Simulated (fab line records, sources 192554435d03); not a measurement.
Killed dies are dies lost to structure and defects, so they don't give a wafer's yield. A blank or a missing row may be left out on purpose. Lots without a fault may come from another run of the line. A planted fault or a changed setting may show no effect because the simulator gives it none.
A struck lot beside a sound one | flow n5_finfet | 16 steps out of a route of 1938
Sound: wafers L538.1, L538.2, L538.5. Struck: wafer L548.6. (L548.4 of the same lot was not struck and is left out.) The cause comes at the end.
At each step with rows: each side's tool, then ch and its chambers, then its first start. Under that, the readings that differ: sound wafers | struck wafers | difference of the means | sigmas: that difference in standard deviations of wafers without a fault.
alike: readings whose means differ by less than 2 such deviations, and words and numbers that are the same on both sides. not compared: withheld readings, readings that some wafer has no value for, bounds like >300 that may hide the same value, and numbers for which the record gives no deviation and whose values overlap.
The two part at a step that has a row with sigmas, a row that says differs or no value, or rows on one side only. Numbers that don't overlap but have no deviation are shown without sigmas and don't part them. A reading that every wafer of one side lacks parts them only if that side has two wafers or more.

N5_DUMMY_GATE_ETCH_23: etches poly-Si in HBr/Cl2/O2, target depth 41 nm, time 22.3 s.
  sound on rie_si-02 ch 0,1,3, day 4 00:25; struck on rie_si-06 ch 0, day 6 13:27
  alike: O2_flow_sccm, chamber_pressure_mTorr, drypump_motor_current_A, oes_product_au, throttle_valve_pct
  not compared: rf_hours_counter_h
N5_DUMMY_GATE_ETCH_44: etches poly-Si in HBr/O2, stops on SiO2, target depth 127.5 nm.
  sound on rie_si-02 ch 0,1,3, day 4 00:29; struck on rie_si-06 ch 0, day 6 13:31
  reading                        | sound                | struck | difference | sigmas
  chamber_pressure_mTorr (mTorr) | 20.023 20.020 20.011 | 19.959 | -0.059     | -3
  alike: O2_flow_sccm, drypump_motor_current_A, oes_product_au, throttle_valve_pct
  not compared: rf_hours_counter_h
N5_DUMMY_GATE_CD_MEAS_24: target cd 15 nm.
  sound on cd_sem-03, day 4 00:35; struck on cd_sem-02, day 6 13:38
  alike: cd_nm
then, 1 step without rows for these wafers: N5_DUMMY_GATE_ETCH_42 (etches SiO2 in CHF3/O2, target depth 3.5 nm, time 31 s).
N5_DUMMY_GATE_STRIP_48: strips in N2/H2, time 20 s.
  sound on rie_diel-06 ch 2,3, day 4 00:42; struck on rie_diel-06 ch 0, day 6 13:47
  alike: bias_power_w, chamber_pressure_mTorr, drypump_motor_current_A, oes_product_au, rf_vpp_V, showerhead_plenum_p_Torr, temp_c, throttle_valve_pct
  not compared: rf_hours_counter_h
then, 5 steps without rows for these wafers: N5_DUMMY_GATE_PRECLEAN_33 (cleans in dHF, time 10 s); N5_DUMMY_GATE_PRECLEAN_25 (cleans in O3/DIW, time 45 s); N5_DUMMY_GATE_PRECLEAN_51 (cleans in SC2, time 45 s); N5_DUMMY_GATE_SRD_26 (time 30 s); N5_DUMMY_GATE_UV_OZONE_45 (time 120 s).
N5_DUMMY_GATE_INSPECT_27: inspects for defects (brightfield).
  sound on defect_inspect-02, day 4 00:54; struck on defect_inspect-01, day 6 13:58
  reading          | sound       | struck | difference | sigmas
  raw_defect_count | 328 322 337 | 527    | +198       | +2
N5_SPACER0_ALD_07: deposits SiNx, target thk 2 nm.
  sound on ald_sin-03 ch 1,2, day 4 00:56; struck on ald_sin-03 ch 2, day 6 14:05
  alike: chamber_pressure_Torr, heater_power_w
N5_SPACER0_ALD_00: deposits SiOCN, target thk 3.5 nm, pulse time 3 s, purge time 2 s.
  sound on ald_sin-03 ch 1,2, day 4 01:05; struck on ald_sin-03 ch 2, day 6 14:17
  reading    | sound    | struck | difference | sigmas
  ald_cycles | 58 58 58 | 61     | +3         |
  alike: chamber_pressure_Torr, heater_power_w, precursor_pulse_height_rel
N5_SPACER0_ALD_08: deposits SiNx, target thk 2 nm.
  sound on ald_sin-03 ch 1,2, day 4 01:21; struck on ald_sin-03 ch 2, day 6 14:29
  alike: chamber_pressure_Torr, heater_power_w
-- the record jumps here: 6 days lie between the struck wafers' starts before and after (it left off in module SPACER0 and takes up again in module BEOL_M4, whose first step shown is number 1111 of the route) --
N5_BEOL_M4_RC_MEAS_101:
  sound on prober-01 ch 0, day 9 13:50; struck on prober-02 ch 0, day 12 08:42
  alike: DIBL_N, DIBL_P, IOFF_N, IOFF_P, ION_N, ION_P, SS_N, SS_P, VT_N, VT_P
then, 1 step without rows for these wafers: N5_PASSIVATION_PROBE_49.

WHERE THEY PART
First at N5_DUMMY_GATE_ETCH_44; last, within this record, at N5_DUMMY_GATE_INSPECT_27. Later steps at which nothing parts them and some readings are alike: N5_SPACER0_ALD_07, N5_SPACER0_ALD_00, N5_SPACER0_ALD_08, N5_BEOL_M4_RC_MEAS_101.

WHY: what the simulator had put in
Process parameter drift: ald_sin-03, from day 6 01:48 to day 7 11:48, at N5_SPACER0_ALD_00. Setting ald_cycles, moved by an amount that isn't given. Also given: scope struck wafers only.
